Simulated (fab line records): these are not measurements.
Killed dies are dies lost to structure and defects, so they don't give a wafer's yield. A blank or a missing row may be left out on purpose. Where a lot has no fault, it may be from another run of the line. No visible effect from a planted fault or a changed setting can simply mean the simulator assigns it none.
Chamber matching + flow n5Finfet + pecvd-04 running N5_BEOL_M15_ILD_DEP_00: 3 sister chambers
The step deposits SiO2 from TEOS/O2, target thk 1629.3 nm, time 346.1 s. 14 wafers are shown with their chamber, then 7 later ones without.

## EACH WAFER AND ITS CHAMBER
| wafer  | chamber | throttleValvePct (%) | heaterPowerW (W) | showerheadPlenumPTorr (Torr) |
|--------|---------|----------------------|------------------|------------------------------|
| L076.1 | 2       | 17.1                 | 617              | 8.33                         |
| L076.4 | 2       | 17.2                 | 485              | 8.34                         |
| L076.6 | 1       | 18.3                 | 532              | 8.35                         |
| L080.3 | 2       | 17.2                 | 608              | 8.34                         |
| L080.4 | 1       | 18.3                 | 397              | 8.36                         |
| L080.5 | 0       | 17.9                 | 597              | 8.31                         |
| L079.3 | 2       | 17.1                 | 566              | 8.33                         |
| L079.4 | 1       | 18.1                 | 538              | 8.35                         |
| L079.6 | 0       | 17.6                 | 763              | 8.35                         |
| L077.3 | 2       | 16.9                 | 623              | 8.31                         |
| L077.5 | 0       | 17.8                 | 619              | 8.33                         |
| L077.6 | 2       | 17.0                 | 490              | 8.31                         |
| L088.1 | 0       | 17.6                 | 747              | 8.34                         |
| L088.3 | 2       | 17.2                 | 617              | 8.32                         |

SIGNATURES, as means of the wafers listed above
| reading               | chamber 0 | chamber 1 | chamber 2 | scatter within a chamber |
|-----------------------|-----------|-----------|-----------|--------------------------|
| throttleValvePct      | 17.725    | 18.233    | 17.100    | 0.126                    |
| heaterPowerW          | 681.50    | 489.00    | 572.29    | 72                       |
| showerheadPlenumPTorr | 8.3325    | 8.3533    | 8.3257    | 0.0132                   |
Rule: for each reading, subtract the chamber's mean from the wafer's reading, divide by that reading's scatter and square the result; add these up over the readings and take the root, which gives the wafer's distance from the chamber. If the next closest chamber is less than 2 further off than the closest, the wafer can't be placed; otherwise it belongs to the closest. The scatter: the root of (the sum of the squares of (reading less its chamber's mean) over the shown wafers, divided by (wafers less chambers)).

## WAFERS WHOSE CHAMBER IS MISSING
| wafer  | throttleValvePct (%) | heaterPowerW (W) | showerheadPlenumPTorr (Torr) |
|--------|----------------------|------------------|------------------------------|
| L088.4 | 18.2                 | 598              | 8.32                         |
| L089.1 | 18.3                 | 421              | 8.37                         |
| L089.4 | 18.0                 | 606              | 8.36                         |
| L089.5 | 18.0                 | 504              | 8.36                         |
| L097.1 | 17.7                 | 688              | 8.33                         |
| L097.3 | 17.2                 | 628              | 8.33                         |
| L097.5 | 17.8                 | 784              | 8.33                         |

## WHICH CHAMBER EACH WENT THROUGH
| wafer  | from the rows above     | in truth |
|--------|-------------------------|----------|
| L088.4 | can't be placed: 1 or 0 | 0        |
| L089.1 | 1                       | 1        |
| L089.4 | can't be placed: 1 or 0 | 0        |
| L089.5 | can't be placed: 1 or 0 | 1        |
| L097.1 | 0                       | 0        |
| L097.3 | 2                       | 2        |
| L097.5 | 0                       | 0        |
4 of 7 placed correctly. Not placeable from these rows: 3 (in 3, the candidates include the true chamber). Placed wrongly: 0.
